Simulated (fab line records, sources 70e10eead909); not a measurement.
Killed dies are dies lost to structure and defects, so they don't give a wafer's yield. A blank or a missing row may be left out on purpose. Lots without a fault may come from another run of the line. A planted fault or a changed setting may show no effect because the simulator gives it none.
Chamber matching | flow nand_harc | NHARC_A_CHANNEL_FILL_D2_ALD_25 on ald_hk-02: 4 sister chambers
The step deposits SiOx, target thk 60 nm, pulse time 10 s, ald cycles 600. 20 wafers are shown with their chamber, then 10 later ones without.

WAFERS WITH THEIR CHAMBER
wafer  | chamber | heater_power_w (W) | precursor_pulse_height_rel
L075.1 | 1       | 416                | 1.007
L075.2 | 0       | 510                | 0.995
L075.6 | 3       | 446                | 0.985
L078.2 | 0       | 512                | 0.996
L078.1 | 2       | 479                | 1.028
L078.6 | 0       | 507                | 0.997
L079.1 | 0       | 518                | 0.996
L079.2 | 1       | 426                | 0.986
L079.4 | 2       | 491                | 1.000
L079.6 | 1       | 435                | 0.984
L079.3 | 3       | 435                | 0.994
L079.5 | 2       | 492                | 0.968
L083.1 | 3       | 434                | 1.020
L083.3 | 2       | 496                | 0.984
L083.6 | 1       | 418                | 1.002
L084.3 | 0       | 503                | 0.998
L084.1 | 2       | 488                | 1.006
L084.2 | 3       | 443                | 0.999
L088.2 | 1       | 421                | 1.017
L088.3 | 3       | 446                | 1.003

SIGNATURES (means of the wafers above)
reading                    | chamber 0 | chamber 1 | chamber 2 | chamber 3 | scatter within a chamber
heater_power_w             | 510.00    | 423.20    | 489.20    | 440.80    | 6.41
precursor_pulse_height_rel | 0.99640   | 0.99920   | 0.99720   | 1.00020   | 0.0148
Rule: a wafer's distance from a chamber is the root of the sum, over the readings, of the square of ((its reading less the chamber's mean) divided by the reading's scatter). The wafer belongs to the nearest chamber; if the next one is less than 2 further off, it can't be placed. The scatter: the root of (the sum of the squares of (reading less its chamber's mean) over the shown wafers, divided by (wafers less chambers)).

WAFERS WITHOUT THEIR CHAMBER
wafer  | heater_power_w (W) | precursor_pulse_height_rel
L088.5 | 422                | 1.017
L089.1 | 495                | 1.018
L089.2 | 446                | 0.996
L089.3 | 503                | 0.980
L092.1 | 479                | 1.002
L092.3 | 426                | 0.993
L092.4 | 511                | 0.992
L096.4 | 492                | 1.023
L096.1 | 435                | 1.002
L096.3 | 469                | 1.026

WHICH CHAMBER EACH WENT THROUGH
wafer  | from the rows above     | in truth
L088.5 | can't be placed: 1 or 3 | 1
L089.1 | can't be placed: 2 or 0 | 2
L089.2 | 3                       | 3
L089.3 | can't be placed: 0 or 2 | 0
L092.1 | 2                       | 2
L092.3 | can't be placed: 1 or 3 | 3
L092.4 | 0                       | 0
L096.4 | can't be placed: 2 or 0 | 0
L096.1 | can't be placed: 3 or 1 | 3
L096.3 | can't be placed: 2 or 3 | 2
Placed correctly: 3 of 10. Can't be placed from these rows: 7 (the true chamber is among the candidates in 7). Placed wrongly: 0.
